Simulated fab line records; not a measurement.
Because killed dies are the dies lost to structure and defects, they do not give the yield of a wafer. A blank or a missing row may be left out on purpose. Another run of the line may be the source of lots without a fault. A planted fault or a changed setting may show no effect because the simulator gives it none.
fab line records	flow nand_harc
record: lots: 12	wafers: 36	last_day: 33
route steps=1302 shown A_CHANNEL_HOLE_D2@593 A_CHANNEL_FILL_D2@628 END@1302
lots with no fault: from the same line, run without faults
start_h: hours from the record's opening day to when the first of the lot's shown wafers began	wait_h: hours since the lot's step before	" unchanged from the row above	L1.1+2: several wafers, shown together as one row	- either no value or no given start	* or withheld: withheld	< > ~ a bound
route shown NAME@n: names a module that has steps shown in the file, with the first one's number in the route	usual: mean/standard deviation taken from wafers without a fault	same: alike in all rows	chamber/n: place in a boat	sites: readings site by site	_std_site: the values' standard deviation	_edge_site: inner sites' mean taken away from outer sites' mean	radius_mm: how far each site lies from the wafer's centre	mask NAME#n: copy n	behind: the tool/chamber that last shaped the wafer	hold: reason for holding the lot/hours on hold/outcome of the hold	device: the transistor (n, p or np) that didn't switch	end of line: at the end of the route, the tests of the same wafers	a step with no rows: only its recipe	killed: dies that structure and defects cost at the first sort, which is not the same as the wafer's yield	map: per-die view of a wafer (x killed, . not killed, _ where there is no die)
set.NAME: setting as actually run; set.NAME@STEP: the setting as run at that earlier step	model.NAME: the simulator's own value behind a step, which no gauge read
route steps across a sampled set of lots; one table per step, one row per wafer
services: when a tool's chamber went out of use (start_h, in hours from the record's first day, below 0 if earlier), for how many hours, and the reason
== steps ==
step: NHARC_A_CHANNEL_HOLE_D2_ETCH_21
recipe: bias_v: 3000	source_w: withheld	pressure_mtorr: 20	time_s: 514.3	ar_flow_sccm: 375	c4f8_flow_sccm: 89.3	o2_flow_sccm: 35.7	temp_c: -20	target_depth_a: 16000	chemistry: C4F8/O2/Ar
usual: drypump_motor_current_A: 5.3/0.44	showerhead_plenum_p_Torr: 3.68/0.16	throttle_valve_pct: 32.155/0.0092
same: time_s: 514.3
lot.wafer	tool	chamber	start_h	wait_h	drypump_motor_current_A	rf_hours_counter_h	showerhead_plenum_p_Torr	throttle_valve_pct
L123.2	har_etch-01	1	318.65	0.3	5.1	161	3.69	32.151
L123.1	"	0	"	"	6.1	161	3.58	32.156
L123.5	"	1	"	"	5.1	-	3.69	32.141
L125.1	har_etch-02	1	322.06	0.3	5.4	375	3.50	32.145
L125.2	"	0	"	"	4.8	375	3.59	32.151
L125.3	"	0	"	"	4.8	-	3.59	32.156
L124.2	har_etch-01	1	322.91	0.3	5.1	165	3.69	32.151
L124.3	"	0	"	"	6.0	-	3.58	32.147
L124.5	"	1	"	"	5.1	-	3.69	32.174
L126.2	har_etch-01	1	348.17	0.3	5.1	176	3.69	32.151
L126.4	"	0	"	"	6.1	-	3.57	32.138
L126.6	"	0	"	"	6.0	-	3.57	32.153
L129.2	har_etch-02	0	366.17	0.3	4.8	398	3.58	32.155
L129.4	"	1	"	"	5.4	-	3.49	32.155
L129.5	"	1	"	"	5.4	-	3.49	32.159
L131.1	har_etch-02	0	373.09	0.3	4.8	402	3.57	32.142
L131.4	"	0	"	"	4.8	-	3.57	32.154
L131.3	"	1	"	"	5.4	-	3.49	32.170
L133.1	har_etch-02	0	412.69	0.3	4.9	12	3.93	32.150
L133.6	"	0	"	"	4.8	-	3.93	32.166
L133.5	"	1	"	"	5.4	-	3.93	32.150
L138.2	har_etch-02	1	460.98	0.3	5.4	35	3.91	32.159
L138.3	"	0	"	"	4.9	-	3.91	32.155
L138.4	"	1	"	"	5.4	-	3.91	32.140
L140.3	har_etch-01	0	474.60	0.3	6.0	-	3.53	32.159
L140.6	"	0	"	"	6.0	-	3.53	32.148
L140.5	"	1	"	"	5.1	-	3.64	32.145
L141.1	har_etch-02	0	487.06	0.3	4.8	54	3.90	32.161
L141.3	"	0	"	"	4.9	-	3.90	32.161
L141.6	"	0	"	"	4.9	-	3.90	32.156
L143.2	har_etch-01	0	503.61	0.3	6.0	275	3.52	32.149
L143.3	"	1	"	"	5.1	-	3.63	32.148
L143.5	"	0	"	"	6.0	-	3.52	32.160
L144.1	har_etch-02	0	517.82	0.3	4.8	66	3.90	32.146
L144.2	"	1	"	"	5.4	66	3.90	32.163
L144.3	"	1	"	"	5.4	-	3.90	32.158
step: NHARC_A_CHANNEL_HOLE_D2_ETCH_23
recipe: bias_v: 5000	source_w: withheld	pressure_mtorr: 20	time_s: 819	ar_flow_sccm: 375	c4f8_flow_sccm: 89.3	o2_flow_sccm: 35.7	temp_c: -20	target_depth_a: 16000	chemistry: C4F8/O2/Ar
usual: drypump_motor_current_A: 5.3/0.44	showerhead_plenum_p_Torr: 3.68/0.16	throttle_valve_pct: 32.153/0.0093
same: time_s: 819
lot.wafer	tool	chamber	start_h	wait_h	drypump_motor_current_A	rf_hours_counter_h	showerhead_plenum_p_Torr	throttle_valve_pct
L123.2	har_etch-01	1	319.66	0.5	5.1	162	3.69	32.156
L123.1	"	0	"	"	6.0	162	3.58	32.148
L123.5	"	1	"	"	5.1	-	3.69	32.165
L125.1	har_etch-02	1	323.05	0.5	5.3	376	3.50	32.147
L125.2	"	0	"	"	4.8	376	3.59	32.144
L125.3	"	0	"	"	4.8	-	3.59	32.164
L124.2	har_etch-01	1	323.97	0.5	5.1	166	3.69	32.155
L124.3	"	0	"	"	6.0	-	3.58	32.142
L124.5	"	1	"	"	5.1	-	3.69	32.151
L126.2	har_etch-01	1	349.18	0.5	5.1	177	3.69	32.150
L126.4	"	0	"	"	6.0	-	3.57	32.144
L126.6	"	0	"	"	6.1	-	3.57	32.161
L129.2	har_etch-02	0	367.18	0.5	4.8	399	3.58	32.139
L129.4	"	1	"	"	5.4	-	3.49	32.160
L129.5	"	1	"	"	5.4	-	3.49	32.164
L131.1	har_etch-02	0	374.09	0.5	4.8	403	3.57	32.146
L131.4	"	0	"	"	4.8	-	3.57	32.150
L131.3	"	1	"	"	5.4	-	3.49	32.154
L133.1	har_etch-02	0	413.68	0.5	4.8	13	3.93	32.150
L133.6	"	0	"	"	4.8	-	3.93	32.146
L133.5	"	1	"	"	5.4	-	3.93	32.155
L138.2	har_etch-02	1	462.04	0.5	5.4	36	3.91	32.146
L138.3	"	0	"	"	4.8	-	3.91	32.165
L138.4	"	1	"	"	5.4	-	3.91	32.144
L140.3	har_etch-01	0	475.69	0.5	6.1	-	3.53	32.144
L140.6	"	0	"	"	6.0	-	3.53	32.157
L140.5	"	1	"	"	5.1	-	3.64	32.155
L141.1	har_etch-02	0	488.08	0.5	4.8	55	3.90	32.152
L141.3	"	0	"	"	4.8	-	3.90	32.138
L141.6	"	0	"	"	4.8	-	3.90	32.151
L143.2	har_etch-01	0	504.62	0.5	6.0	276	3.52	32.145
L143.3	"	1	"	"	5.1	-	3.63	32.158
L143.5	"	0	"	"	6.0	-	3.52	32.148
L144.1	har_etch-02	0	518.83	0.5	4.9	67	3.90	32.152
L144.2	"	1	"	"	5.4	67	3.90	32.156
L144.3	"	1	"	"	5.4	-	3.89	32.155
step: NHARC_A_CHANNEL_HOLE_D2_ETCH_25
recipe: bias_v: 5000	source_w: withheld	pressure_mtorr: 20	time_s: 1040.2	ar_flow_sccm: 375	c4f8_flow_sccm: 93.8	o2_flow_sccm: 31.2	temp_c: -20	target_depth_a: 15000	chemistry: C4F8/O2/Ar
usual: drypump_motor_current_A: 5.3/0.44	showerhead_plenum_p_Torr: 3.68/0.16	throttle_valve_pct: 32.235/0.0093
same: time_s: 1040.2
lot.wafer	tool	chamber	start_h	wait_h	drypump_motor_current_A	rf_hours_counter_h	showerhead_plenum_p_Torr	throttle_valve_pct
L123.2	har_etch-01	1	321.13	0.6	5.1	163	3.69	32.227
L123.1	"	0	"	"	6.0	163	3.58	32.218
L123.5	"	1	"	"	5.1	-	3.69	32.234
L125.1	har_etch-02	1	324.51	0.6	5.4	377	3.50	32.234
L125.2	"	0	"	"	4.8	377	3.58	32.242
L125.3	"	0	"	"	4.8	-	3.58	32.224
L124.2	har_etch-01	1	325.45	0.7	5.1	167	3.69	32.215
L124.3	"	0	"	"	6.0	-	3.57	32.218
L124.5	"	1	"	"	5.1	-	3.69	32.242
L126.2	har_etch-01	1	350.63	0.6	5.1	179	3.68	32.242
L126.4	"	0	"	"	6.0	-	3.57	32.230
L126.6	"	0	"	"	6.0	-	3.57	32.248
L129.2	har_etch-02	0	368.65	0.6	4.8	400	3.57	32.238
L129.4	"	1	"	"	5.4	-	3.49	32.238
L129.5	"	1	"	"	5.4	-	3.49	32.223
L131.1	har_etch-02	0	375.56	0.6	4.9	404	3.57	32.241
L131.4	"	0	"	"	4.8	-	3.57	32.228
L131.3	"	1	"	"	5.4	-	3.48	32.236
L133.1	har_etch-02	0	415.14	0.6	4.8	14	3.92	32.236
L133.6	"	0	"	"	4.8	-	3.92	32.241
L133.5	"	1	"	"	5.4	-	3.92	32.228
L138.2	har_etch-02	1	463.53	0.7	5.4	38	3.91	32.233
L138.3	"	0	"	"	4.8	-	3.91	32.232
L138.4	"	1	"	"	5.4	-	3.91	32.238
L140.3	har_etch-01	0	477.22	0.7	6.0	-	3.52	32.234
L140.6	"	0	"	"	6.1	-	3.52	32.228
L140.5	"	1	"	"	5.1	-	3.63	32.214
L141.1	har_etch-02	0	489.54	0.6	4.8	57	3.90	32.231
L141.3	"	0	"	"	4.8	-	3.90	32.255
L141.6	"	0	"	"	4.8	-	3.90	32.244
L143.2	har_etch-01	0	506.06	0.6	6.0	277	3.51	32.232
L143.3	"	1	"	"	5.1	-	3.63	32.231
L143.5	"	0	"	"	6.1	-	3.51	32.223
L144.1	har_etch-02	0	520.30	0.6	4.8	68	3.89	32.230
L144.2	"	1	"	"	5.4	68	3.89	32.239
L144.3	"	1	"	"	5.4	-	3.89	32.233
step: NHARC_A_CHANNEL_FILL_D2_ETCHBACK_08
recipe: target_depth_a: 2200	time_s: 110	c4f8_flow_sccm: 20	ar_flow_sccm: withheld	rf_w: 600	bias_w: 300	chemistry: C4F8
usual: oes_product_au: 0.96/0.039	rf_vpp_V: 442.2/2.8
same: time_s: 110
lot.wafer	tool	chamber	start_h	wait_h	oes_product_au	rf_hours_counter_h	rf_vpp_V
L123.2	rie_diel-07	1	365.36	-	0.93	2	441.9
L123.1	"	3	"	"	0.93	2	445.8
L123.5	"	1	"	"	0.93	-	442.8
L125.1	rie_diel-12	0	369.28	-	0.92	3	438.1
L125.3	"	1	"	"	0.96	2	443.6
L125.2	"	2	"	"	0.93	4	443.4
L124.2	rie_diel-07	1	369.33	-	1.00	2	441.6
L124.3	"	2	"	"	1.01	2	444.7
L124.5	"	1	"	"	1.01	-	441.9
L126.4	rie_diel-12	3	394.82	-	0.99	5	440.5
L126.2	"	1	"	"	1.04	3	443.7
L126.6	"	2	"	"	1.00	-	442.0
L129.2	rie_diel-07	1	415.12	-	0.92	3	441.3
L129.4	"	3	"	"	0.94	4	446.7
L129.5	"	2	"	"	0.92	-	444.5
L131.4	rie_diel-12	2	422.61	-	0.99	6	442.0
L131.1	"	3	"	"	1.00	6	441.7
L131.3	"	0	"	"	0.98	5	437.2
L133.1	rie_diel-07	1	457.70	-	1.24	4	441.0
L133.6	"	3	"	"	1.00	-	445.9
L133.5	"	0	"	"	1.01	-	445.5
L138.2	rie_diel-12	1	507.40	-	0.93	2	443.9
L138.3	"	3	"	"	0.94	2	441.2
L138.4	"	0	"	"	0.92	2	437.4
L140.3	rie_diel-07	2	524.69	-	0.95	1	445.7
L140.6	"	0	"	"	1.00	-	444.0
L140.5	"	1	"	"	0.99	-	441.2
L141.3	rie_diel-07	3	536.77	-	0.94	2	446.0
L141.1	"	1	"	"	0.92	1	443.5
L141.6	"	3	"	"	0.94	-	445.9
L143.3	rie_diel-12	3	552.58	-	0.93	3	442.4
L143.2	"	1	"	"	0.92	3	443.6
L143.5	"	3	"	"	0.92	-	440.8
L144.1	rie_diel-07	3	567.42	-	0.93	3	443.3
L144.2	"	1	"	"	0.93	3	441.9
L144.3	"	2	"	"	0.89	3	445.3
step: NHARC_END_SORT_01
recipe: temp_c: 25
usual: killed_at_array: 54/17	killed_at_other: 0.7/1	killed_at_periphery: 3.7/2.9	killed_dies: 58/16	killed_open: 3.2/1.9	killed_short: 2.2/1.5
same: gross_dies: 677
lot.wafer	tool	chamber	start_h	wait_h	killed_at_array	killed_at_other	killed_at_periphery	killed_dies	killed_open	killed_short
L144.1	prober-02	0	781.20	2.5	51	2	4	57	2	4
L144.2	prober-02	0	782.00	2.8	28	0	4	32	3	1
L144.3	prober-02	0	782.80	3.1	54	3	5	62	3	3
killed by level:class
L144.1 A_SLIT:chamber_film_flake=29 A_CHANNEL_HOLE_D1:chamber_film_flake=13 P_STI:chamber_film_flake=3 A_CONTACT:chamber_film_flake=3 P_M2:geometric_particle:short=1 A_CHANNEL_FILL_D1:geometric_particle:open=1 A_ONON_D2:geometric_particle:short=1 A_CHANNEL_FILL_D2:geometric_particle:short=1
L144.2 A_SLIT:chamber_film_flake=12 A_CHANNEL_HOLE_D1:chamber_film_flake=6 P_STI:chamber_film_flake=4 A_WL_FILL:chamber_film_flake=2 A_STAIRCASE:chamber_film_flake=2 A_CHANNEL_FILL_D1:geometric_particle:open=1 A_ONON_D2:geometric_particle:open=1 A_CHANNEL_FILL_D2:geometric_particle:open=1
L144.3 A_SLIT:chamber_film_flake=34 A_CHANNEL_HOLE_D1:chamber_film_flake=13 THIN_TSV:chamber_film_flake=3 P_CONTACT:geometric_particle:open=2 P_STI:chamber_film_flake=2 A_CONTACT:chamber_film_flake=2 P_GATE:geometric_particle:short=1 A_ONON_D1:geometric_particle:short=1
== services ==
tool	chamber	start_h	hours	kind
rie_diel-07	0	303.20	-	clean
rie_diel-07	1	303.20	-	clean
rie_diel-07	2	303.20	-	clean
rie_diel-07	3	303.20	-	clean
rie_diel-07	0	327.70	-	clean
rie_diel-07	1	327.70	-	clean
rie_diel-07	2	327.70	-	clean
rie_diel-07	3	327.70	-	clean
rie_diel-07	0	352.20	-	clean
rie_diel-07	-	374.61	1.8	repair
har_etch-02	-	380.61	17.0	pm
har_etch-02	0	380.61	17.0	vent_cycle
har_etch-02	1	380.61	17.0	vent_cycle
har_etch-02	0	397.61	-	clean
har_etch-02	0	397.61	-	consumable_replace:focus_ring
har_etch-02	0	397.61	-	consumable_replace:showerhead
har_etch-02	1	397.61	-	clean
har_etch-02	1	397.61	-	consumable_replace:focus_ring
har_etch-02	1	397.61	-	consumable_replace:showerhead
rie_diel-12	-	445.40	9.0	pm
rie_diel-07	0	464.01	7.4	repair
rie_diel-07	-	471.20	9.0	pm
rie_diel-12	-	520.04	0.2	repair
rie_diel-07	0	565.49	7.8	repair
== key ==
first_sign: step: NHARC_A_CHANNEL_FILL_D2_ETCHBACK_08	reading: oes_product_au	direction: up	sigmas: 7	usual: 0.96	struck: 1.24
effect none on later readings
met_at NHARC_A_CHANNEL_FILL_D2_ETCHBACK_08
struck_lots L133
struck_wafers L133.1
tester_left_out L133
not_acting_at NHARC_A_CHANNEL_HOLE_D2_ETCH_21,NHARC_A_CHANNEL_HOLE_D2_ETCH_23,NHARC_A_CHANNEL_HOLE_D2_ETCH_25
onset_between 415.12 457.70
fault: kind: process_parameter_drift	tool: rie_diel-07	chamber: -	onset_h: 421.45	steps: NHARC_A_CHANNEL_FILL_D2_ETCHBACK_08	channel: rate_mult	offset: 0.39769	shape: step	end_h: 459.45	scope: struck_wafers_only
tester_left_out: of these lots the tester's yield and bins aren't shown, on N5 and GAA mostly nor the transistor test; their killed dies are dies lost to structure and defects alone, not to doping, threshold or leakage, so they don't give the yield
